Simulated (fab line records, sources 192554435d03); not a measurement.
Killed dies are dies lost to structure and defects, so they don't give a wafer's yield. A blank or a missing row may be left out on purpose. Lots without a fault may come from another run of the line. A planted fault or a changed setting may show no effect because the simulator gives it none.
A struck lot beside a sound one | flow n5_finfet | 15 steps out of a route of 1938
Sound: wafers L462.1, L462.2, L462.3. Struck: wafer L471.3. (L471.1 of the same lot was not struck and is left out.) The cause comes at the end.
At each step with rows: each side's tool, then ch and its chambers, then its first start. Under that, the readings that differ: sound wafers | struck wafers | difference of the means | sigmas: that difference in standard deviations of wafers without a fault.
alike: readings whose means differ by less than 2 such deviations, and words and numbers that are the same on both sides. not compared: withheld readings, readings that some wafer has no value for, bounds like >300 that may hide the same value, and numbers for which the record gives no deviation and whose values overlap.
The two part at a step that has a row with sigmas, a row that says differs or no value, or rows on one side only. Numbers that don't overlap but have no deviation are shown without sigmas and don't part them. A reading that every wafer of one side lacks parts them only if that side has two wafers or more.

first, 7 steps without rows for these wafers: N5_BEOL_M9_COAT_75 (time 60 s, resist thk 5 nm); N5_BEOL_M9_COAT_22 (resist thk 30 nm); N5_BEOL_M9_EBR_24; N5_BEOL_M9_SOFTBAKE_23 (time 60 s); N5_BEOL_M9_EXPOSE_25 (exposes mask V8); N5_BEOL_M9_PEB_26 (peb time 60 s); N5_BEOL_M9_DEVELOP_27 (develop time 30 s).
N5_BEOL_M9_CD_MEAS_28: target cd 70 nm.
  sound on cd_sem-03 ch 0, day 14 21:09; struck on cd_sem-03 ch 0, day 17 16:04
  alike: cd_nm
N5_BEOL_M9_OVL_MEAS_29:
  sound on overlay-02 ch 0, day 14 21:11; struck on overlay-01 ch 0, day 17 16:05
  alike: V8_OVL
N5_BEOL_M9_INSPECT_30: inspects for defects (brightfield).
  sound on defect_inspect-01, day 14 21:14; struck on defect_inspect-01, day 17 16:09
  reading          | sound       | struck | difference | sigmas
  raw_defect_count | 405 379 439 | 617    | +209       | +2
N5_BEOL_M9_DESCUM_33: chemistry O2, time 7 s.
  sound on rie_diel-02 ch 0,2,3, day 14 21:16; struck on rie_diel-02 ch 0, day 17 16:11
  alike: drypump_motor_current_A, oes_product_au, rf_vpp_V, showerhead_plenum_p_Torr, throttle_valve_pct
  not compared: rf_hours_counter_h
N5_BEOL_M9_ETCH_76: etches underlayer in N2/H2, target depth 6.5 nm, time 5.2 s.
  sound on rie_diel-02 ch 0,2,3, day 14 21:18; struck on rie_diel-02 ch 0, day 17 16:13
  alike: drypump_motor_current_A, etch_rf_on_time_s, h2_flow_sccm, oes_product_au, rf_vpp_V, showerhead_plenum_p_Torr, throttle_valve_pct
  not compared: rf_hours_counter_h
N5_BEOL_M9_ETCH_65: etches SiARC in CF4, target depth 15.6 nm, time 26 s.
  sound on rie_diel-02 ch 0,2,3, day 14 21:19; struck on rie_diel-02 ch 0, day 17 16:14
  reading               | sound          | struck | difference | sigmas
  etch_rf_on_time_s (s) | 26.8 27.4 25.4 | 31.7   | +5.2       | +6
  alike: drypump_motor_current_A, oes_product_au, rf_vpp_V, showerhead_plenum_p_Torr, throttle_valve_pct
  not compared: rf_hours_counter_h
N5_BEOL_M9_ETCH_66: etches SOC in N2/H2, target depth 80 nm, overetch 16 nm, time 120 s.
  sound on rie_diel-02 ch 0,2,3, day 14 21:21; struck on rie_diel-02 ch 0, day 17 16:16
  alike: drypump_motor_current_A, h2_flow_sccm, oes_product_au, rf_vpp_V, showerhead_plenum_p_Torr, throttle_valve_pct
  not compared: rf_hours_counter_h
N5_PASSIVATION_PROBE_49:
  the record has rows for the sound wafers here (prober-02, day 18 02:38) and none for the struck ones

WHERE THEY PART
First at N5_BEOL_M9_INSPECT_30; last, within this record, at N5_PASSIVATION_PROBE_49.

WHY: what the simulator had put in
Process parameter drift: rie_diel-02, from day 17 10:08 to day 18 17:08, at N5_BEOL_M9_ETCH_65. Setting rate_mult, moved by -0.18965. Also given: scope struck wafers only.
